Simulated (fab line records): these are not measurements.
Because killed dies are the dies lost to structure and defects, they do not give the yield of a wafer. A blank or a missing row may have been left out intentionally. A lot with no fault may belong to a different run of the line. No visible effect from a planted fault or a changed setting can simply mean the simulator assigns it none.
Split-lot trial | flow n5-finfet | on a route of 1938 steps: 7 lots, 39 wafers read

## THE SPLIT ITSELF
At N5_SD_ACTIVATION_LSA_01 (time 0.0008 s), the setting temp-c was moved away from the recipe's 1080 C on 18 of the 39 wafers read, by -0.7% to +1.6%. The other wafers ran this setting at the recipe's value.

The file shows no step between the split and the reading.

## THE READING
RS_SD_N (ohm/sq), read at N5_SD_ACTIVATION_RS_MEAS_03 with a four-point probe. Fault-free wafers of this fab line usually give 21.88 ohm/sq, standard deviation 0.26 ohm/sq.

wafer  | tool, chamber at the split | temp-c as run, C | against the recipe | RS_SD_N, ohm/sq | against lot-mates on the recipe
L076.1 | laser-anneal-01, 0         | 1090             | +0.9%              | 20.81           | -1.32
L076.2 | laser-anneal-01, 0         | 1080             | recipe             | 22.12           | -
L076.3 | laser-anneal-01, 0         | 1080             | recipe             | 21.91           | -
L076.4 | laser-anneal-01, 0         | 1090             | +0.9%              | 20.74           | -1.39
L076.5 | laser-anneal-01, 0         | 1090             | +0.9%              | 20.72           | -1.41
L076.6 | laser-anneal-01, 0         | 1080             | recipe             | 22.37           | -
L079.1 | laser-anneal-02, 0         | 1080             | recipe             | 22.14           | -
L079.2 | laser-anneal-02, 0         | 1080             | recipe             | 21.71           | -
L079.3 | laser-anneal-02, 0         | 1076             | -0.4%              | 22.60           | +0.59
L079.4 | laser-anneal-02, 0         | 1076             | -0.4%              | 22.22           | +0.21
L079.5 | laser-anneal-02, 0         | 1076             | -0.4%              | 22.34           | +0.33
L079.6 | laser-anneal-02, 0         | 1080             | recipe             | 22.17           | -
L080.1 | laser-anneal-01, 0         | 1080             | recipe             | 22.07           | -
L080.2 | laser-anneal-01, 0         | 1080             | recipe             | 21.95           | -
L080.3 | laser-anneal-01, 0         | 1080             | recipe             | 22.01           | -
L080.4 | laser-anneal-01, 0         | 1089             | +0.8%              | 20.91           | -1.10
L080.5 | laser-anneal-01, 0         | 1089             | +0.8%              | 21.00           | -1.01
L080.6 | laser-anneal-01, 0         | 1089             | +0.8%              | 21.02           | -0.99
L081.1 | laser-anneal-02, 0         | 1080             | recipe             | 21.76           | -
L081.2 | laser-anneal-02, 0         | 1097             | +1.6%              | 20.07           | -1.74
L081.3 | laser-anneal-02, 0         | 1097             | +1.6%              | 20.23           | -1.58
L081.4 | laser-anneal-02, 0         | 1080             | recipe             | 21.92           | -
L081.5 | laser-anneal-02, 0         | 1097             | +1.6%              | 20.03           | -1.78
L081.6 | laser-anneal-02, 0         | 1080             | recipe             | 21.74           | -
L094.1 | laser-anneal-02, 0         | 1080             | recipe             | 21.63           | -
L094.2 | laser-anneal-02, 0         | 1080             | recipe             | 21.57           | -
L094.5 | laser-anneal-02, 0         | 1080             | recipe             | 21.24           | -
L095.1 | laser-anneal-01, 0         | 1080             | recipe             | 21.32           | -
L095.2 | laser-anneal-01, 0         | 1080             | recipe             | 21.82           | -
L095.3 | laser-anneal-01, 0         | 1097             | +1.6%              | 19.91           | -1.67
L095.4 | laser-anneal-01, 0         | 1097             | +1.6%              | 19.83           | -1.75
L095.5 | laser-anneal-01, 0         | 1097             | +1.6%              | 19.93           | -1.65
L095.6 | laser-anneal-01, 0         | 1080             | recipe             | 21.61           | -
L097.1 | laser-anneal-01, 0         | 1080             | recipe             | 21.94           | -
L097.2 | laser-anneal-01, 0         | 1072             | -0.7%              | 23.00           | +0.84
L097.3 | laser-anneal-01, 0         | 1080             | recipe             | 22.31           | -
L097.4 | laser-anneal-01, 0         | 1072             | -0.7%              | 23.20           | +1.04
L097.5 | laser-anneal-01, 0         | 1072             | -0.7%              | 22.89           | +0.73
L097.6 | laser-anneal-01, 0         | 1080             | recipe             | 22.23           | -

THE FIT
A straight line over all 39 wafers: RS_SD_N changes by -1.24 ohm/sq for each +1% of temp-c; r = -0.96; the points scatter about the line by 0.25 ohm/sq.
The same after taking each lot's own level away (the mean of its wafers on the recipe; 39 wafers): -1.14 ohm/sq for each +1%; r = -0.98; scatter 0.17 ohm/sq.
Per that fit: largest temp-c move, reading shift of 1.8 ohm/sq.
Measured against the standard deviation above, the lots' own levels, which go from 21.480 to 22.160 ohm/sq, span 2.6 times it.
The two slopes agree, so the slope changes little with the lot-to-lot level.
Check: -1.82 ohm/sq against its lot-mates is what the line predicts for one of the wafers moved furthest among these (+1.6%) when that wafer is left out of the fit. Against them it came out at -1.74 ohm/sq.
Tool readings at the split's step, against how far the setting was moved: wafer_temp_C_max r = +0.99.

## OTHER SPLITS ON THESE WAFERS
Note: prior to the reading, these wafers also went through further splits. Each is held against what the fit with the lots' levels taken away leaves over:
other split on the same wafers  | wafers away from the commonest value | r with RS_SD_N (lot level and that fit taken away)
N5_DUMMY_GATE_EXPOSE_12 dose-mj | 9                                    | -0.03
N5_SD_EPI_P_ETCH_36 bias-w      | 12                                   | +0.09

## THE WHOLE CHAIN: every reading that the file lists as answering this split, in the file's order
step                        | what it does                 | reading          | change (the file's fit)              | r (the file's)
N5_SD_ACTIVATION_LSA_01     | time 0.0008 s                | wafer_temp_C_max | withheld for each +1% of the setting | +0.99
N5_SD_ACTIVATION_RS_MEAS_03 | measures by four-point-probe | RS_SD_N          | -1.15 for each +1% of the setting    | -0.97

## THE FILE'S OWN FIT
RS_SD_N changes by -1.15 ohm/sq for each +1% of temp-c, r = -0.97.
